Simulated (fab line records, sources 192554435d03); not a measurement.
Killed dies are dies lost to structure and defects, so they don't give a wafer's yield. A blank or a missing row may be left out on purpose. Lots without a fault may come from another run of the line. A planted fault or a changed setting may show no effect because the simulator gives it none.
fab line records | flow n5_finfet | part 2 of 2: steps 22 to 29 of 29
record lots=5 wafers=15 last_day=19
route steps=1938 shown MIM_BOT_ETCH@1867 PASS1_CAP@1873 TV_LITHO@1875 TV_OPEN@1887 PAD_METAL@1893
lots that met no fault: from a run of the same line without faults
start_h: hours from the record's first day to the start of the lot's first wafer shown | wait_h: hours since the lot's step before | " the same as in the row above | L1.1+2: a row that stands for several wafers | - no value, or no start given | * or withheld: withheld | < > ~ a bound
route shown NAME@n: a module of which the file shows steps, and the number in the route of the first | usual: mean/standard deviation of fault-free wafers | same: alike in all rows | chamber/n: place in a boat | sites: the reading at each site | _std_site: their standard deviation | _edge_site: outer sites' mean less inner sites' | radius_mm: how far each site lies from the wafer's centre | mask NAME#n: copy n | behind: the tool/chamber that last shaped the wafer | hold: why the lot was held/for how many hours/how that ended | device: the transistor (n, p or np) that didn't switch | end of line: the same wafers' tests at the end of the route | a step without rows: its recipe alone | killed: dies lost to structure and defects at the first sort, not the wafer's yield | map: a wafer's dies, x killed, . not, _ none there
set.NAME: the setting as run; set.NAME@STEP: as run at that earlier step | model.NAME: the simulator's own value behind a step, which no gauge read
lots at some steps of the route; a table a step, a row a wafer
services: from which hour (start_h, from the record's first day; less than 0 if before it) a tool's chamber was out of use, for how many hours, and why
## steps
# step N5_PASSIVATION_VIA_ETCH_13
# recipe chemistry=CHF3/O2 target=SiO2 target_depth_a=6600 CHF3_flow_sccm=50 O2_flow_sccm=5 Ar_flow_sccm=200 time_s=330 mask_material=PR pressure_mtorr=30 source_w=650 bias_w=170 ion_energy_ev=200 ends=cleared
# usual O2_flow_sccm=4.999/0.014 drypump_motor_current_A=5.9/0.41 etch_rf_on_time_s=238/4.5 mfc_ar_sccm=199.9/0.57 oes_product_au=0.69/0.079 rf_vpp_V=523/3.3 showerhead_plenum_p_Torr=2.42/0.062 throttle_valve_pct=18.92/0.18
# columns lot.wafer tool chamber start_h wait_h O2_flow_sccm drypump_motor_current_A etch_rf_on_time_s mfc_ar_sccm oes_product_au rf_hours_counter_h rf_vpp_V showerhead_plenum_p_Torr throttle_valve_pct
L079.1 rie_diel-04 3 288.78 0.0 4.999 6.4 242 200.5 0.62 201 517 2.40 18.90
L079.2 " 2 " " 5.026 6.5 241 200.0 0.63 234 523 2.38 18.84
L079.5 " 1 " " 5.004 6.2 241 199.9 0.66 - 525 2.39 19.09
L081.3 rie_diel-04 3 320.21 0.0 4.993 6.4 245 199.3 0.61 209 518 2.39 18.91
L081.4 " 1 " " 4.989 6.2 242 199.3 0.65 186 522 2.39 19.10
L081.6 " 3 " " 5.001 6.5 247 199.8 0.61 - 518 2.39 18.91
L090.3 rie_diel-05 3 363.42 0.0 5.017 5.7 227 200.3 0.71 109 528 2.52 18.95
L090.5 " 0 " " 4.975 5.3 242 200.7 0.67 - 522 2.42 19.21
L090.6 " 1 " " 5.004 5.8 239 199.3 0.62 - 519 2.48 19.03
L094.2 rie_diel-05 2 387.43 0.0 5.019 5.7 229 199.9 0.89 2 527 2.46 18.81
L094.5 " 3 " " 4.990 5.7 235 199.9 0.70 - 526 2.52 18.97
L094.6 " 2 " " 5.022 5.7 238 200.0 0.88 - 528 2.46 18.78
L097.1 rie_diel-03 3 438.38 0.0 4.997 5.6 232 201.0 0.80 31 517 2.36 18.75
L097.3 " 1 " " 4.983 6.1 230 199.7 0.70 121 523 2.32 18.82
L097.4 " 1 " " 4.996 6.1 231 199.5 0.70 - 522 2.32 18.81
# step N5_PASSIVATION_STRIP_14
# recipe chemistry=O2 power_w=600 temp_c=60 pressure_mtorr=30 rf_frequency_hz=6e+07 bias_power_w=0 overash_fraction=0.5 o2_flow_sccm=225
# usual drypump_motor_current_A=5.9/0.42 oes_product_au=0.76/0.087 rf_vpp_V=3.7/0.98 showerhead_plenum_p_Torr=2.11/0.055 throttle_valve_pct=16.73/0.17
# columns lot.wafer tool chamber start_h wait_h drypump_motor_current_A oes_product_au rf_hours_counter_h rf_vpp_V showerhead_plenum_p_Torr throttle_valve_pct
L079.1 rie_diel-04 3 288.97 0.1 6.5 0.69 201 3.1 2.09 16.74
L079.2 " 2 " " 6.5 0.71 234 4.9 2.07 16.67
L079.5 " 1 " " 6.2 0.73 - 4.5 2.09 16.89
L081.3 rie_diel-04 3 320.40 0.1 6.4 0.66 210 2.5 2.08 16.77
L081.4 " 1 " " 6.2 0.72 186 3.9 2.08 16.92
L081.6 " 3 " " 6.4 0.68 - 3.4 2.08 16.74
L090.3 rie_diel-05 3 363.62 0.1 5.7 0.79 109 3.8 2.19 16.72
L090.5 " 0 " " 5.2 0.75 - 3.0 2.09 16.91
L090.6 " 1 " " 5.8 0.69 - 4.1 2.16 16.84
L094.2 rie_diel-05 2 387.62 0.1 5.7 0.97 2 1.6 2.15 16.58
L094.5 " 3 " " 5.7 0.78 - 5.5 2.19 16.72
L094.6 " 2 " " 5.7 0.99 - 2.3 2.15 16.58
L097.1 rie_diel-03 3 438.58 0.1 5.6 0.89 31 5.0 2.05 16.49
L097.3 " 1 " " 6.1 0.76 121 2.7 2.03 16.68
L097.4 " 1 " " 6.1 0.78 - 3.6 2.03 16.69
# step N5_PASSIVATION_ETCH_15
# recipe chemistry=CF4/N2 target=SiCN target_depth_a=750 taper_deg=2 time_s=81.2 ion_energy_ev=150 mask_material=SiNx pressure_mtorr=40 source_w=430 bias_w=70 Ar_flow_sccm=100 cf4_flow_sccm=60 n2_flow_sccm=60
# usual drypump_motor_current_A=5.9/0.41 mfc_ar_sccm=100.0/0.3 oes_product_au=0.76/0.087 rf_vpp_V=382.5/1.6 showerhead_plenum_p_Torr=2.22/0.057 throttle_valve_pct=15.49/0.18
# columns lot.wafer tool chamber start_h wait_h drypump_motor_current_A mfc_ar_sccm oes_product_au rf_hours_counter_h rf_vpp_V showerhead_plenum_p_Torr throttle_valve_pct
L079.1 rie_diel-04 3 - - 6.5 100.1 0.68 201 381.5 2.19 15.47
L079.2 " 2 " " 6.5 99.8 0.70 234 380.5 2.18 15.47
L079.5 " 1 " " 6.2 100.6 0.73 - 382.9 2.20 15.69
L081.3 rie_diel-04 3 - - 6.4 100.4 0.68 210 381.5 2.19 15.47
L081.4 " 1 " " 6.2 100.6 0.72 186 382.7 2.19 15.68
L081.6 " 3 " " 6.4 100.8 0.68 - 383.1 2.19 15.48
L090.3 rie_diel-05 3 - - 5.7 99.9 0.79 109 384.3 2.31 15.51
L090.5 " 0 " " 5.2 100.1 0.74 - 382.3 2.21 15.71
L090.6 " 1 " " 5.8 100.2 0.68 - 384.1 2.27 15.62
L094.2 rie_diel-05 2 - - 5.7 100.5 0.97 2 383.1 2.26 15.31
L094.5 " 3 " " 5.7 100.2 0.78 - 383.9 2.31 15.51
L094.6 " 2 " " 5.7 100.4 0.97 - 384.0 2.26 15.32
L097.1 rie_diel-03 3 - - 5.6 99.9 0.87 31 380.6 2.16 15.25
L097.3 " 1 " " 6.0 100.0 0.77 121 381.4 2.13 15.40
L097.4 " 1 " " 6.0 99.7 0.78 - 380.9 2.13 15.39
# step N5_PASSIVATION_STRIP_73
# recipe chemistry=post_etch_residue_remover time_s=60 temp_c=25 remover_ph=withheld remover_water_wt_pct=withheld remover_fluoride_wt_pct=withheld
# columns lot.wafer tool chamber start_h wait_h
L079.1+2+5 wet_bench-01 4,2,5 289.13 -
L081.3+4+6 wet_bench-01 5,3,2 320.57 -
L090.3+5+6 wet_bench-02 3,0,1 363.78 -
L094.2+5+6 wet_bench-02 5,3,2 387.78 -
L097.1+3+4 wet_bench-06 2,5,6 438.74 -
# step N5_PASSIVATION_SRD_17
# recipe time_s=30 temp_c=23 rinse_liquid=diw dry=n2_spin spin_rpm=1500 dry_time_s=30
# columns lot.wafer tool chamber start_h wait_h
L079.1+2+5 wet_bench-01 4,2,5 289.15 0.0
L081.3+4+6 wet_bench-01 5,3,2 320.59 0.0
L090.3+5+6 wet_bench-02 3,0,1 363.80 0.0
L094.2+5+6 wet_bench-02 5,3,2 387.80 0.0
L097.1+3+4 wet_bench-06 2,5,6 438.76 0.0
# step N5_PASSIVATION_DEGAS_18
# recipe ambient=vacuum temp_c=300 time_s=60
# usual heater_power_w=470/47
# columns lot.wafer tool chamber start_h wait_h heater_power_w
L079.1 pvd_sputter-01 - 289.70 0.5 433
L079.2 " - " " 511
L079.5 " - " " 545
L081.3 pvd_sputter-02 - 321.52 0.9 473
L081.4 " - " " 502
L081.6 " - " " 488
L090.3 pvd_sputter-02 - 364.07 0.3 476
L090.5 " - " " 489
L090.6 " - " " 425
L094.2 pvd_sputter-02 - 388.31 0.5 504
L094.5 " - " " 496
L094.6 " - " " 490
L097.1 pvd_sputter-01 - 441.31 2.5 401
L097.3 " - " " 435
L097.4 " - " " 429
# step N5_PASSIVATION_PRE_CLEAN_19
# recipe gas=H2/He time_s=* temp_c=*
# usual heater_power_w=470/47
# columns lot.wafer tool chamber start_h wait_h heater_power_w
L079.1 pvd_sputter-01 - 289.74 0.0 435
L079.2 " - " " 515
L079.5 " - " " 526
L081.3 pvd_sputter-02 - 321.56 0.0 501
L081.4 " - " " 489
L081.6 " - " " 485
L090.3 pvd_sputter-02 - 364.11 0.0 477
L090.5 " - " " 490
L090.6 " - " " 420
L094.2 pvd_sputter-02 - 388.35 0.0 492
L094.5 " - " " 494
L094.6 " - " " 480
L097.1 pvd_sputter-01 - 441.35 0.0 394
L097.3 " - " " 442
L097.4 " - " " 421
# step N5_PASSIVATION_SPUTTER_20
# recipe material=TaN target_thk_a=500 temp_c=25 chamber_pressure_pa=0.4
# usual throttle_valve_pct=29.5/1
# columns lot.wafer tool chamber start_h wait_h throttle_valve_pct
L079.1 pvd_sputter-01 - 289.78 0.0 29.8
L079.2 " - " " 29.5
L079.5 " - " " 29.4
L081.3 pvd_sputter-02 - 321.60 0.0 30.1
L081.4 " - " " 30.1
L081.6 " - " " 28.0
L090.3 pvd_sputter-02 - 364.15 0.0 29.7
L090.5 " - " " 29.9
L090.6 " - " " 28.6
L094.2 pvd_sputter-02 - 388.39 0.0 27.7
L094.5 " - " " 27.7
L094.6 " - " " 29.8
L097.1 pvd_sputter-01 - 441.39 0.0 28.4
L097.3 " - " " 30.1
L097.4 " - " " 30.1
## services
# columns tool chamber start_h hours kind
rie_diel-04 3 264.39 11.2 repair
rie_metal-03 - 265.67 0.1 repair
krf_scanner-01 - 266.81 1.0 repair
rie_diel-02 2 281.00 6.7 repair
rie_diel-04 0 290.08 9.8 repair
rie_metal-02 - 291.07 2.8 pm
rie_diel-03 3 308.45 5.8 repair
wet_bench-06 - 310.01 1.1 repair
krf_scanner-01 - 310.50 1.3 pm
rie_diel-05 2 328.85 3.0 repair
rie_diel-05 1 340.18 4.2 repair
rie_metal-01 0 342.08 12.0 repair
rie_diel-03 0 355.67 52.1 repair
pecvd-02 - 357.71 14.6 pm
krf_scanner-01 - 364.11 0.8 pm
krf_scanner-01 - 365.16 1.2 repair
pecvd-02 - 384.30 0.8 repair
pvd_sputter-02 - 391.44 2.1 repair
rie_metal-02 1 399.27 14.8 repair
pecvd-04 2 404.90 20.1 repair
wet_bench-04 - 408.63 4.4 pm
rie_metal-03 - 420.48 2.8 pm
krf_scanner-01 - 423.56 1.0 pm
pvd_sputter-01 - 433.75 3.8 repair
